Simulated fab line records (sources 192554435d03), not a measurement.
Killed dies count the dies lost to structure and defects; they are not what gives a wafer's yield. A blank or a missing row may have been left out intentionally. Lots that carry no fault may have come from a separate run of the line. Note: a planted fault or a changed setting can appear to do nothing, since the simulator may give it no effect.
Chamber matching | flow n5 finfet | N5_STI_FIN_REVEAL_ALD_14 on ald sin-02 has 4 sister chambers
The step deposits Si3N4, target thk 3 nm. 16 wafers are shown with their chamber, then 8 later ones without.

WAFERS, EACH WITH ITS CHAMBER
wafer  | chamber | heater power w (W)
L076.1 | 2       | 877
L076.4 | 3       | 741
L076.6 | 1       | 849
L079.3 | 1       | 848
L079.4 | 0       | 766
L079.6 | 3       | 747
L081.1 | 1       | 862
L081.5 | 3       | 770
L081.6 | 2       | 861
L088.1 | 3       | 747
L088.3 | 1       | 864
L088.4 | 0       | 770
L089.1 | 3       | 738
L089.4 | 2       | 903
L089.5 | 0       | 742
L090.1 | 2       | 857

SIGNATURES, as means of the wafers listed above
reading        | chamber 0 | chamber 1 | chamber 2 | chamber 3 | scatter within a chamber
heater power w | 759.33    | 855.75    | 874.50    | 748.60    | 14.8
Rule: distance of a wafer from a chamber = root of the sum over the readings of ((wafer's reading minus chamber's mean) / reading's scatter) squared. If the next closest chamber is less than 2 further off than the closest, the wafer can't be placed; otherwise it belongs to the closest. The scatter: take each reading less its chamber's mean, square it, sum over the shown wafers, divide by the number of wafers less the number of chambers, and take the root.

WAFERS WHOSE CHAMBER IS MISSING
wafer  | heater power w (W)
L090.2 | 830
L090.5 | 766
L091.2 | 856
L091.3 | 758
L091.6 | 760
L092.2 | 860
L092.3 | 751
L092.4 | 761

EACH ONE'S CHAMBER
wafer  | from the rows above     | in truth
L090.2 | can't be placed: 1 or 2 | 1
L090.5 | can't be placed: 0 or 3 | 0
L091.2 | can't be placed: 1 or 2 | 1
L091.3 | can't be placed: 0 or 3 | 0
L091.6 | can't be placed: 0 or 3 | 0
L092.2 | can't be placed: 1 or 2 | 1
L092.3 | can't be placed: 3 or 0 | 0
L092.4 | can't be placed: 0 or 3 | 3
0 of 8 placed correctly. These rows do not allow placing 8 (true chamber among the candidates in 8). Wrongly placed: 0.
